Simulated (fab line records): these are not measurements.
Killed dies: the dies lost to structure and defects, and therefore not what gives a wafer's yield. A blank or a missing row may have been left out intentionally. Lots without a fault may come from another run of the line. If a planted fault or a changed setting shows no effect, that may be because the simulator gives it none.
A single fault, viewed from 3 desks | flow n5 finfet | every desk sees just its own numbers, and what lay behind them comes last

== THE METROLOGY DESK ==
Means of the sampled wafers that have a number, per lot and without regard to the tool the lot ran on: this is what the gauges read. Any lot whose mean is over 4 standard deviations away from the usual mean is out of limits and marked OUT; that distance is given in the brackets.
Columns: A = cd nm at N5_PASSIVATION_CD_MEAS_44, usual 40000 nm
lot  | first seen here | A
L433 | day 12 22:30    | 39996
L436 | day 12 22:47    | 40001
L437 | day 13 12:22    | 39998
L439 | day 13 22:35    | 39997
L442 | day 14 12:28    | 39997
L444 | day 15 09:41    | 40002
L449 | day 16 10:43    | 40003
L450 | day 16 17:58    | 40008
L451 | day 17 00:08    | 39996
L455 | day 18 02:22    | 40000
L454 | day 18 03:44    | 40000
Result from this desk: across the 11 lots, nothing is out of limits.

== THE DEFECT DESK ==
Per lot, the means of the sampled wafers with a number show what the inspections along the route counted. Any lot whose mean is over 4 standard deviations away from the usual mean is out of limits and marked OUT; that distance is given in the brackets.
Columns: A = raw defect count at N5_PASSIVATION_INSPECT_64, usual 2.0
lot  | first seen here | A
L433 | day 12 20:25    | 3.0
L436 | day 12 20:58    | 2.3
L437 | day 13 10:11    | 1.7
L439 | day 13 20:05    | 3.7
L442 | day 14 10:47    | 1.0
L444 | day 15 07:47    | 2.5
L449 | day 16 08:49    | 3.7
L450 | day 16 15:45    | 2.3
L451 | day 16 22:20    | 2.0
L455 | day 18 00:41    | 1.7
L454 | day 18 01:26    | 1.0
Result from this desk: across the 11 lots, nothing is out of limits.

== THE TOOL OWNER'S DESK: rie diel-04 ==
The tool's own readings at N5_PASSIVATION_PASS_ETCH_47 (etches SiNx in CF4/O2, target depth 770 nm, time 385 s): means of the sampled wafers that have a number, for each lot that ran on this tool. Any lot whose mean is over 4 standard deviations away from the usual mean is out of limits and marked OUT; that distance is given in the brackets.
Columns: A = drypump motor current A at N5_PASSIVATION_PASS_ETCH_47, usual 5.5 A; B = oes product au at N5_PASSIVATION_PASS_ETCH_47, usual 0.79 a.u.; C = rf vpp V at N5_PASSIVATION_PASS_ETCH_47, usual 245 V; D = run length s at N5_PASSIVATION_PASS_ETCH_47, usual 408.2 s; E = showerhead plenum p Torr at N5_PASSIVATION_PASS_ETCH_47, usual 2.20 Torr; F = throttle valve pct at N5_PASSIVATION_PASS_ETCH_47, usual 15.83 %
lot  | first seen here | A   | B    | C   | D               | E    | F
L436 | day 12 22:57    | 5.8 | 0.87 | 248 | 408.1           | 2.28 | 15.73
L444 | day 15 10:07    | 5.3 | 0.85 | 238 | 408.1           | 2.27 | 15.53
L449 | day 16 11:03    | 5.4 | 0.84 | 244 | 437.0 (+54) OUT | 2.27 | 15.68
L450 | day 16 18:05    | 5.3 | 0.82 | 243 | 437.0 (+54) OUT | 2.23 | 15.59
This desk's finding: out of limits on L449, L450; first on L449, day 16 11:03 (run length s at N5_PASSIVATION_PASS_ETCH_47). L436, L444 stayed within limits.

== ALL TOGETHER ==
On L449, L450, at day 16 11:03, an alarm was possible from the tool owner's desk.
Nothing out of limits was seen by the metrology desk.
No out-of-limits result turned up at the defect desk.
The metrology desk holds a record of L449, L450, inside its limits.
The defect desk has L449, L450 on record, within its limits.
N5_PASSIVATION_PASS_ETCH_47 was run on rie diel-04 by each of the lots named.

== WHAT THE SIMULATOR HAD INSERTED ==
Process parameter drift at N5_PASSIVATION_PASS_ETCH_47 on rie diel-04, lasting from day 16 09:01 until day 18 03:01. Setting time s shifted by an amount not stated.
Shown lots that were struck: L449, L450.
Time in hours from fault onset to the first out-of-limits reading at each desk: the tool owner's desk, 2.
